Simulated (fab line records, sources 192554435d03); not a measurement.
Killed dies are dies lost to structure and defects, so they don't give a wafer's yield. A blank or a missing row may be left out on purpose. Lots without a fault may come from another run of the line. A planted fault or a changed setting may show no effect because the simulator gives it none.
fab line records | flow n5_finfet
record lots=6 wafers=17 last_day=18
route steps=1938 shown BEOL_M2@869 BEOL_M4@1111 PASSIVATION@1936
lots that met no fault: from a run of the same line without faults
start_h: hours from the record's first day to the start of the lot's first wafer shown | wait_h: hours since the lot's step before | " the same as in the row above | L1.1+2: a row that stands for several wafers | - no value, or no start given | * or withheld: withheld | < > ~ a bound
route shown NAME@n: a module of which the file shows steps, and the number in the route of the first | usual: mean/standard deviation of fault-free wafers | same: alike in all rows | chamber/n: place in a boat | sites: the reading at each site | _std_site: their standard deviation | _edge_site: outer sites' mean less inner sites' | radius_mm: how far each site lies from the wafer's centre | mask NAME#n: copy n | behind: the tool/chamber that last shaped the wafer | hold: why the lot was held/for how many hours/how that ended | device: the transistor (n, p or np) that didn't switch | end of line: the same wafers' tests at the end of the route | a step without rows: its recipe alone | killed: dies lost to structure and defects at the first sort, not the wafer's yield | map: a wafer's dies, x killed, . not, _ none there
set.NAME: the setting as run; set.NAME@STEP: as run at that earlier step | model.NAME: the simulator's own value behind a step, which no gauge read
lots at some steps of the route; a table a step, a row a wafer
services: from which hour (start_h, from the record's first day; less than 0 if before it) a tool's chamber was out of use, for how many hours, and why
## steps
# step N5_BEOL_M2_COAT_76
# recipe resist=underlayer temp_c=205 time_s=60 spin_rpm=1500 resist_thk_nm=5
# step N5_BEOL_M2_COAT_22
# recipe resist=CAR-EUV spin_rpm=1500 resist_thk_nm=30
# step N5_BEOL_M2_EBR_24
# recipe solvent=PGMEA ebr_width_mm=1.5
# step N5_BEOL_M2_SOFTBAKE_23
# recipe temp_c=110 time_s=60 resist=CAR-EUV
# step N5_BEOL_M2_EXPOSE_25
# recipe mask_id=V1 na=0.33 source_shape=quasar sigma_inner=0.2 sigma_outer=0.8 polarization=unpolarized defocus_nm=5 dose_mj=63
# step N5_BEOL_M2_PEB_26
# recipe peb_temp_c=100 peb_time_s=60 resist=CAR-EUV
# step N5_BEOL_M2_DEVELOP_27
# recipe develop_time_s=30 developer=TMAH resist=CAR-EUV rinse_liquid=surfactant_rinse dry=air_spin dev_temp_c=23
# step N5_BEOL_M2_CD_MEAS_28
# recipe target_cd_nm=26.2 landing_energy_ev=500 detector=se_inlens target_cd_y_nm=24.1 polarity=opening
# usual cd_nm=26.23/0.23
# columns lot.wafer tool chamber start_h wait_h cd_nm
L954.2 cd_sem-02 0 153.26 - 26.23
L954.4 " 0 " " 26.02
L954.5 " 0 " " 26.14
L960.1 cd_sem-01 0 198.87 - 26.13
L960.2 " 0 " " 26.40
L960.3 " 0 " " 26.23
L963.4 cd_sem-02 0 214.52 - 26.15
L963.5 " 0 " " 26.18
L963.6 " 0 " " 26.18
L965.2 cd_sem-03 0 220.41 - 26.17
L965.3 " 0 " " 25.93
L965.5 " 0 " " 26.05
L971.2 cd_sem-02 0 254.25 - 26.22
L971.5 " 0 " " 26.10
L974.1 cd_sem-03 0 275.97 - 26.33
L974.5 " 0 " " 25.88
L974.6 " 0 " " 26.32
# step N5_BEOL_M2_OVL_MEAS_29
# recipe points_per_wafer=522
# usual V1_OVL=0.1/0.84
# columns lot.wafer tool chamber start_h wait_h V1_OVL[nm]
L954.2 overlay-02 0 153.29 0.0 -0.8
L954.4 " 0 " " -0.5
L954.5 " 0 " " 0.0
L960.1 overlay-02 0 198.90 0.0 1.2
L960.2 " 0 " " -0.2
L960.3 " 0 " " 0.8
L963.4 overlay-01 0 214.57 0.0 0.8
L963.5 " 0 " " 0.9
L963.6 " 0 " " -0.4
L965.2 overlay-02 0 220.45 0.0 -1.2
L965.3 " 0 " " -1.3
L965.5 " 0 " " -2.2
L971.2 overlay-02 0 254.28 0.0 1.5
L971.5 " 0 " " -1.4
L974.1 overlay-01 0 276.00 0.0 0.3
L974.5 " 0 " " 0.4
L974.6 " 0 " " -1.6
# step N5_BEOL_M2_INSPECT_30
# recipe mode=adi inspect_instrument=brightfield
# usual raw_defect_count=418/84
# columns lot.wafer tool chamber start_h wait_h raw_defect_count
L954.2 defect_inspect-01 - 153.35 0.0 407
L954.4 " - " " 269
L954.5 " - " " 306
L960.1 defect_inspect-02 - 198.96 0.1 395
L960.2 " - " " 425
L960.3 " - " " 341
L963.4 defect_inspect-02 - 214.61 0.0 386
L963.5 " - " " 595
L963.6 " - " " 430
L965.2 defect_inspect-02 - 220.50 0.0 513
L965.3 " - " " 599
L965.5 " - " " 535
L971.2 defect_inspect-01 - 254.34 0.0 401
L971.5 " - " " 309
L974.1 defect_inspect-01 - 276.06 0.1 309
L974.5 " - " " 413
L974.6 " - " " 508
# step N5_BEOL_M2_DESCUM_33
# recipe chemistry=O2 time_s=7 source_power_w=50 bias_power_w=20 pressure_mtorr=20 rf_frequency_hz=2.712e+07 temp_c=40 resist=CAR-EUV o2_flow_sccm=225
# usual bias_power_w=19.99/0.059 drypump_motor_current_A=5.7/0.45 oes_product_au=0.79/0.098 rf_vpp_V=243.7/1.6 showerhead_plenum_p_Torr=2.12/0.083 throttle_valve_pct=20.47/0.28
# columns lot.wafer tool chamber start_h wait_h bias_power_w drypump_motor_current_A oes_product_au rf_hours_counter_h rf_vpp_V showerhead_plenum_p_Torr throttle_valve_pct
L954.2 rie_diel-06 1 153.38 0.0 20.07 5.9 0.67 244 240.8 1.96 20.91
L954.4 " 3 " " 20.01 5.7 0.90 25 244.9 2.22 20.20
L954.5 " 2 " " 19.99 5.1 0.73 - 240.8 2.01 20.82
L960.1 rie_diel-06 0 199.00 0.0 20.15 5.8 0.68 241 242.9 2.07 20.90
L960.2 " 3 " " 20.07 5.7 0.87 43 246.2 2.21 20.22
L960.3 " 2 " " 20.01 5.1 0.72 192 241.0 2.00 20.84
L963.4 rie_diel-05 0 214.64 0.0 19.97 5.9 0.89 38 242.0 2.04 20.04
L963.5 " 3 " " 19.97 4.9 0.68 - 243.8 2.15 20.42
L963.6 " 2 " " 20.06 5.6 0.90 - 246.2 2.23 20.27
L965.2 rie_diel-06 0 220.55 0.0 19.97 5.8 0.68 243 241.7 2.07 20.89
L965.3 " 3 " " 20.05 5.7 0.85 53 244.9 2.21 20.26
L965.5 " 2 " " 20.04 5.1 0.71 - 242.6 2.00 20.89
L971.2 rie_diel-06 1 254.37 0.0 20.00 5.9 0.91 28 245.3 2.21 20.59
L971.5 " 3 " " 20.03 5.7 0.85 - 245.2 2.20 20.25
L974.1 rie_diel-05 1 276.09 0.0 19.96 5.2 0.79 110 242.8 2.11 20.76
L974.5 " 2 " " 20.02 5.5 0.86 - 246.2 2.22 20.30
L974.6 " 3 " " 19.95 4.9 0.67 - 243.8 2.14 20.45
# step N5_BEOL_M2_ETCH_77
# recipe chemistry=N2/H2 target=underlayer target_depth_a=65 mask_material=CAR-EUV time_s=5.2 ion_energy_ev=200 pressure_mtorr=30 source_w=840 bias_w=150 n2_flow_sccm=200 h2_flow_sccm=200 ends=cleared
# usual drypump_motor_current_A=5.7/0.45 etch_rf_on_time_s=5.20/0.095 oes_product_au=0.68/0.084 rf_vpp_V=525/3.1 showerhead_plenum_p_Torr=2.58/0.11 throttle_valve_pct=17.94/0.29
# columns lot.wafer tool chamber start_h wait_h drypump_motor_current_A etch_rf_on_time_s oes_product_au rf_hours_counter_h rf_vpp_V showerhead_plenum_p_Torr throttle_valve_pct
L954.2 rie_diel-06 1 153.41 0.0 5.9 5.27 0.58 244 518 2.40 18.53
L954.4 " 3 " " 5.7 5.17 0.76 25 529 2.70 17.67
L954.5 " 2 " " 5.1 5.36 0.62 - 522 2.43 18.18
L960.1 rie_diel-06 0 199.03 0.0 5.8 5.23 0.58 241 524 2.51 18.33
L960.2 " 3 " " 5.8 5.01 0.74 43 529 2.70 17.71
L960.3 " 2 " " 5.1 5.18 0.62 192 520 2.42 18.22
L963.4 rie_diel-05 0 214.68 0.0 5.9 5.11 0.76 38 522 2.48 17.54
L963.5 " 3 " " 4.9 5.29 0.59 - 524 2.63 17.97
L963.6 " 2 " " 5.5 5.24 0.75 - 529 2.71 17.62
L965.2 rie_diel-06 0 220.59 0.0 5.8 5.16 0.58 243 523 2.51 18.33
L965.3 " 3 " " 5.8 5.02 0.73 53 527 2.69 17.73
L965.5 " 2 " " 5.1 5.22 0.60 - 521 2.42 18.24
L971.2 rie_diel-06 1 254.40 0.0 5.9 5.04 0.78 28 528 2.71 18.18
L971.5 " 3 " " 5.8 5.10 0.72 - 526 2.69 17.73
L974.1 rie_diel-05 1 276.13 0.0 5.2 5.19 0.68 110 524 2.57 18.19
L974.5 " 2 " " 5.6 5.25 0.72 - 528 2.70 17.67
L974.6 " 3 " " 4.9 5.34 0.57 - 526 2.63 18.02
# step N5_BEOL_M2_ETCH_69
# recipe chemistry=CF4 target=SiARC target_depth_a=156 mask_material=CAR-EUV time_s=26 ion_energy_ev=80 pressure_mtorr=40 source_w=545 bias_w=36 Ar_flow_sccm=100 cf4_flow_sccm=100 ends=cleared
# usual drypump_motor_current_A=5.7/0.45 etch_rf_on_time_s=25.9/0.45 oes_product_au=0.68/0.082 rf_vpp_V=184.4/1.2 showerhead_plenum_p_Torr=2.17/0.084 throttle_valve_pct=15.65/0.27
# columns lot.wafer tool chamber start_h wait_h drypump_motor_current_A etch_rf_on_time_s oes_product_au rf_hours_counter_h rf_vpp_V showerhead_plenum_p_Torr throttle_valve_pct
L954.2 rie_diel-06 1 153.43 0.0 5.9 26.4 0.57 244 181.1 2.03 16.19
L954.4 " 3 " " 5.7 25.5 0.77 25 184.1 2.27 15.38
L954.5 " 2 " " 5.1 26.3 0.62 - 183.4 2.05 15.90
L960.1 rie_diel-06 0 199.05 0.0 5.8 26.3 0.58 241 184.7 2.10 15.99
L960.2 " 3 " " 5.8 25.5 0.75 43 186.5 2.26 15.41
L960.3 " 2 " " 5.1 26.1 0.61 192 184.1 2.04 15.94
L963.4 rie_diel-05 0 214.69 0.0 5.9 25.7 0.76 38 182.9 2.09 15.22
L963.5 " 3 " " 4.9 26.6 0.59 - 184.7 2.21 15.74
L963.6 " 2 " " 5.6 26.2 0.75 - 185.8 2.27 15.42
L965.2 rie_diel-06 0 220.60 0.0 5.9 26.0 0.58 243 183.9 2.10 16.00
L965.3 " 3 " " 5.8 25.3 0.74 53 186.0 2.26 15.44
L965.5 " 2 " " 5.1 16.6 0.80 - 181.5 2.04 15.98
L971.2 rie_diel-06 1 254.42 0.0 5.9 25.0 0.80 28 186.8 2.27 15.75
L971.5 " 3 " " 5.7 15.7 0.97 - 184.7 2.26 15.46
L974.1 rie_diel-05 1 276.15 0.0 5.2 26.0 0.68 110 183.1 2.16 15.91
L974.5 " 2 " " 5.5 26.4 0.71 - 185.4 2.27 15.48
L974.6 " 3 " " 4.9 26.6 0.58 - 184.5 2.20 15.79
# step N5_BEOL_M2_ALD_98
# recipe material=SiO2 target_thk_a=25 temp_c=100 ald_precursor_family=BDEAS ald_co_reactant=O2-plasma pulse_time_s=1 co_reactant_pulse_time_s=1 purge_time_s=2 co_reactant_purge_time_s=2 ald_cycles=17 pressure_torr=2
# usual chamber_pressure_Torr=2.000/0.0044 heater_power_outer_w=40/3.2 heater_power_w=77/6.5 precursor_pulse_height_rel=0.998/0.021 susceptor_temp_C=100.00/0.12
# columns lot.wafer tool chamber start_h wait_h chamber_pressure_Torr heater_power_outer_w heater_power_w precursor_pulse_height_rel since_wet_clean_h susceptor_temp_C
L954.2 ald_sin-04 0 153.51 0.1 2.006 39 76 0.993 342 99.93
L954.4 " 1 " " 2.008 38 73 1.026 342 100.04
L954.5 " 2 " " 1.997 41 79 1.004 - 100.10
L960.1 ald_sin-03 3 199.13 0.1 1.997 45 91 1.012 297 99.97
L960.2 " 2 " " 2.001 38 77 0.997 297 99.92
L960.3 " 1 " " 1.993 46 78 0.993 297 100.11
L963.4 ald_sin-01 2 214.87 0.2 1.997 42 78 1.000 115 99.96
L963.5 " 1 " " 1.993 36 64 1.004 - 99.80
L963.6 " 2 " " 1.997 42 79 1.019 - 99.86
L965.2 ald_sin-01 3 220.69 0.1 1.998 42 86 0.977 121 99.85
L965.3 " 1 " " 2.002 35 67 1.035 121 99.76
L965.5 " 3 " " 2.009 43 84 1.022 - 100.15
L971.2 ald_sin-03 1 254.50 0.1 1.995 45 79 0.996 352 100.09
L971.5 " 1 " " 2.000 45 81 0.998 - 99.93
L974.1 ald_sin-01 1 276.88 0.7 2.005 35 66 0.946 177 100.06
L974.5 " 0 " " 2.006 40 78 1.027 - 100.05
L974.6 " 3 " " 2.001 42 86 0.956 - 100.03
# step N5_BEOL_M4_RC_MEAS_101
# usual DIBL_N=35.9/1.4 DIBL_P=35.9/1.7 IOFF_N=0.155/0.023 IOFF_P=0.201/0.029 ION_N=672/8.8 ION_P=460/7 SS_N=71.6/0.48 SS_P=73.1/0.64 VT_N=250.0/3 VT_P=-251.6/3
# columns lot.wafer tool chamber start_h wait_h DIBL_N[mV/V] DIBL_P[mV/V] IOFF_N[nA/um] IOFF_P[nA/um] ION_N[uA/um] ION_P[uA/um] SS_N[mV/dec] SS_P[mV/dec] VT_N[mV] VT_P[mV]
L954.2 prober-02 0 194.47 0.2 37.3 36.8 0.160 0.201 665 460 71.9 73.2 251.1 -252.7
L954.4 " 0 " " 35.7 34.2 0.129 0.169 670 452 70.9 72.5 255.2 -253.7
L954.5 " 0 " " 34.6 33.3 0.116 0.159 660 453 71.2 72.6 257.5 -254.8
L960.1 prober-02 0 233.99 0.0 33.5 31.5 0.124 0.159 658 452 71.5 71.5 253.0 -254.3
L960.2 " 0 " " 34.7 33.8 0.136 0.188 671 452 71.3 72.6 249.6 -253.2
L960.3 " 0 " " 32.9 31.2 0.108 0.149 666 457 70.2 71.6 252.9 -253.7
L963.4 prober-02 0 245.94 0.5 36.8 35.7 0.147 0.197 664 453 71.8 73.1 249.5 -252.6
L963.5 " 0 " " 36.0 34.5 0.139 0.184 669 463 71.3 72.6 252.9 -253.6
L963.6 " 0 " " 38.1 36.3 0.165 0.204 677 457 71.8 72.6 250.8 -250.2
L965.2 prober-01 0 252.21 0.2 36.8 36.7 0.185 0.249 686 468 71.7 73.3 244.7 -246.1
L965.3 " 0 " " 36.7 36.6 0.178 0.247 675 466 71.5 73.5 247.9 -248.8
L965.5 " 0 " " 36.7 36.6 0.183 0.241 679 472 72.0 72.8 245.7 -248.7
L971.2 prober-02 0 286.63 0.2 38.0 37.5 0.173 0.216 677 460 72.0 73.7 250.2 -250.7
L971.5 " 0 " " 38.5 38.4 0.196 0.239 697 472 71.5 74.1 246.2 -251.4
L974.1 prober-02 0 311.49 0.0 34.9 34.0 0.134 0.199 669 469 71.5 72.6 254.6 -251.2
L974.5 " 0 " " 35.8 34.6 0.145 0.206 670 463 72.1 73.7 249.8 -252.6
L974.6 " 0 " " 35.1 34.6 0.141 0.203 667 459 71.2 72.7 251.0 -249.2
# step N5_PASSIVATION_PROBE_49
# usual defect_limited_yield=91.7/1.5 killed_at_M0_to_M3=30/8.6 killed_at_M4_up=12/4.5 killed_at_contacts=13/5.8 killed_at_front_end=38/11 killed_at_other=4/3 killed_dies=97/17 killed_open=63/12 killed_short=32/8.8 sort_bin_5_function=4.8/0.91 sort_bin_6_memory=3.1/0.68 sort_n_pass=1083/17 sort_yield_pct=91.7/1.5
# same gross_dies=1180 killed_at_back_side=0 sort_bin_4_leakage[%]=0 sort_bin_8_speed[%]=0
# columns lot.wafer tool chamber start_h wait_h defect_limited_yield[%] killed_at_M0_to_M3 killed_at_M4_up killed_at_contacts killed_at_front_end killed_at_other killed_dies killed_open killed_short sort_bin_5_function[%] sort_bin_6_memory[%] sort_n_pass sort_yield_pct[%]
L965.2 prober-01 - 357.54 0.1 92.5 38 13 14 22 2 89 68 20 4.9 2.5 1091 92.5
L965.3 prober-01 - 357.59 0.1 90.9 34 16 25 27 5 107 75 32 5.2 3.4 1073 90.9
L965.5 prober-01 - 357.69 0.2 92.7 30 20 13 22 1 86 62 24 3.6 3.5 1094 92.7
L974.1 prober-02 - 421.81 0.0 92.4 36 6 19 27 2 90 57 31 4.9 2.5 1090 92.4
L974.5 prober-02 - 422.01 0.2 91.8 31 6 32 22 6 97 58 36 4.4 3.6 1083 91.8
L974.6 prober-02 - 422.06 0.3 92.0 35 7 18 31 3 94 57 32 4.7 2.9 1086 92.0
# killed by level:class
L965.2 MOL_CONTACT_COAG:geometric_particle:open=12 BEOL_M0_SAQP:geometric_particle:open=11 STI_FIN_REVEAL:geometric_particle:open=8 BEOL_M2:geometric_particle:open=8 BEOL_M3:geometric_particle:open=7 FIN_SAQP:geometric_particle:open=5 BEOL_M0_SAQP:geometric_particle:short=5 STARTING-WAFER:geometric_particle:open=4
L965.3 MOL_CONTACT_COAG:geometric_particle:open=18 BEOL_M3:geometric_particle:open=9 STI_FIN_REVEAL:geometric_particle:open=7 MOL_CONTACT_COAG:geometric_particle:short=7 BEOL_M5:geometric_particle:open=7 BEOL_M0_SAQP:geometric_particle:short=6 BEOL_M1:geometric_particle:open=6 FIN_SAQP:geometric_particle:open=4
L965.5 MOL_CONTACT_COAG:geometric_particle:open=11 BEOL_M2:geometric_particle:open=10 FIN_SAQP:geometric_particle:open=9 BEOL_M0_SAQP:geometric_particle:short=8 BEOL_M1:geometric_particle:open=6 BEOL_M5:geometric_particle:open=5 BEOL_M4:geometric_particle:short=5 STI_FIN_REVEAL:geometric_particle:open=4
L974.1 MOL_CONTACT_COAG:geometric_particle:open=14 BEOL_M0_SAQP:geometric_particle:open=11 BEOL_M0_SAQP:geometric_particle:short=10 FIN_SAQP:geometric_particle:open=9 FIN_SAQP:geometric_particle:short=6 BEOL_M2:geometric_particle:open=6 BEOL_M1:geometric_particle:open=5 MOL_CONTACT_COAG:geometric_particle:short=5
L974.5 MOL_CONTACT_COAG:geometric_particle:open=27 BEOL_M1:geometric_particle:open=8 BEOL_M0_SAQP:geometric_particle:open=7 BEOL_M0_SAQP:geometric_particle:short=7 GATE_CUT:geometric_particle:short=5 MOL_CONTACT_COAG:geometric_particle:short=5 FIN_SAQP:geometric_particle:short=4 BEOL_M3:geometric_particle:open=4
L974.6 MOL_CONTACT_COAG:geometric_particle:open=15 BEOL_M0_SAQP:geometric_particle:short=14 BEOL_M1:geometric_particle:open=8 STI_FIN_REVEAL:geometric_particle:open=7 STARTING-WAFER:geometric_particle:short=6 BEOL_M0_SAQP:geometric_particle:open=5 BEOL_M2:geometric_particle:open=4 FIN_SAQP:geometric_particle:short=3
## services
# columns tool chamber start_h hours kind
ald_sin-03 2 160.90 16.3 repair
rie_diel-06 1 170.03 - clean
rie_diel-06 1 170.03 - consumable_replace:focus_ring
rie_diel-06 1 170.03 - consumable_replace:showerhead
rie_diel-06 1 170.03 12.2 scheduled_down
rie_diel-06 1 170.03 12.2 vent_cycle
ald_sin-04 - 177.89 14.0 pm
ald_sin-04 0 177.89 14.0 vent_cycle
ald_sin-04 1 177.89 14.0 vent_cycle
ald_sin-04 1 194.48 2.5 repair
rie_diel-06 0 200.31 15.8 repair
ald_sin-04 - 201.75 0.7 repair
ald_sin-01 2 205.76 7.3 repair
ald_sin-03 - 228.99 2.8 repair
rie_diel-06 0 247.37 - clean
rie_diel-06 0 247.37 - consumable_replace:focus_ring
rie_diel-06 0 247.37 23.0 scheduled_down
rie_diel-06 0 247.37 23.0 vent_cycle
ald_sin-01 2 261.06 114.9 repair
ald_sin-03 - 269.27 14.0 pm
ald_sin-03 0 269.27 14.0 vent_cycle
ald_sin-03 1 269.27 14.0 vent_cycle
ald_sin-03 2 269.27 14.0 vent_cycle
ald_sin-03 3 269.27 14.0 vent_cycle
## key
first_sign step=N5_BEOL_M2_ETCH_69 reading=etch_rf_on_time_s direction=down sigmas=22 usual=* struck=*
effect none on later readings
met_at N5_BEOL_M2_ETCH_69
struck_wafers L965.5,L971.5
onset_between 199.05 220.60
fault kind=process_parameter_drift tool=rie_diel-06 chamber=- onset_h=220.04 steps=N5_BEOL_M2_ETCH_69 channel=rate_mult offset=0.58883 shape=step end_h=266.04 scope=struck_wafers_only
